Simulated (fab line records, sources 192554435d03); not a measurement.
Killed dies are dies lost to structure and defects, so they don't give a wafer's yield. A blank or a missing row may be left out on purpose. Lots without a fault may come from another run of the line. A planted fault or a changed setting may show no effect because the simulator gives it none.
Chamber matching | flow n5_finfet | N5_MOL_CONTACT_COAG_ETCHBACK_132 on rie_diel-04: 4 sister chambers
The step etches SiO2 in CHF3, target depth 10 nm, time 6.7 s. 14 wafers are shown with their chamber, then 7 later ones without.

WAFERS WITH THEIR CHAMBER
wafer  | chamber | rf_vpp_V (V) | showerhead_plenum_p_Torr (Torr) | drypump_motor_current_A (A)
L323.3 | 2       | 556          | 2.47                            | 5.7
L323.5 | 3       | 514          | 2.44                            | 5.0
L323.6 | 0       | 538          | 2.47                            | 6.0
L324.2 | 0       | 538          | 2.47                            | 6.0
L324.3 | 3       | 514          | 2.44                            | 5.1
L324.4 | 1       | 516          | 2.29                            | 5.6
L326.2 | 1       | 516          | 2.28                            | 5.6
L326.3 | 2       | 556          | 2.47                            | 5.7
L326.6 | 1       | 518          | 2.28                            | 5.6
L328.3 | 1       | 518          | 2.28                            | 5.6
L328.4 | 3       | 514          | 2.44                            | 5.0
L328.6 | 3       | 514          | 2.44                            | 5.1
L335.2 | 1       | 517          | 2.27                            | 5.6
L335.5 | 2       | 555          | 2.46                            | 5.7

SIGNATURES (means of the wafers above)
reading                  | chamber 0 | chamber 1 | chamber 2 | chamber 3 | scatter within a chamber
rf_vpp_V                 | 538.00    | 517.00    | 555.67    | 514.00    | 0.683
showerhead_plenum_p_Torr | 2.4700    | 2.2800    | 2.4667    | 2.4400    | 0.00516
drypump_motor_current_A  | 6.000     | 5.600     | 5.700     | 5.050     | 0.0316
Rule: a wafer's distance from a chamber is the root of the sum, over the readings, of the square of ((its reading less the chamber's mean) divided by the reading's scatter). The wafer belongs to the nearest chamber; if the next one is less than 2 further off, it can't be placed. The scatter: the root of (the sum of the squares of (reading less its chamber's mean) over the shown wafers, divided by (wafers less chambers)).

WAFERS WITHOUT THEIR CHAMBER
wafer  | rf_vpp_V (V) | showerhead_plenum_p_Torr (Torr) | drypump_motor_current_A (A)
L335.6 | 537          | 2.46                            | 6.0
L334.1 | 517          | 2.28                            | 5.6
L334.2 | 538          | 2.46                            | 6.0
L334.4 | 554          | 2.46                            | 5.7
L341.1 | 537          | 2.45                            | 6.0
L341.5 | 514          | 2.43                            | 5.1
L341.6 | 537          | 2.45                            | 6.0

WHICH CHAMBER EACH WENT THROUGH
wafer  | from the rows above | in truth
L335.6 | 0                   | 0
L334.1 | 1                   | 1
L334.2 | 0                   | 0
L334.4 | 2                   | 2
L341.1 | 0                   | 0
L341.5 | 3                   | 3
L341.6 | 0                   | 0
Placed correctly: 7 of 7. Can't be placed from these rows: 0. Placed wrongly: 0.
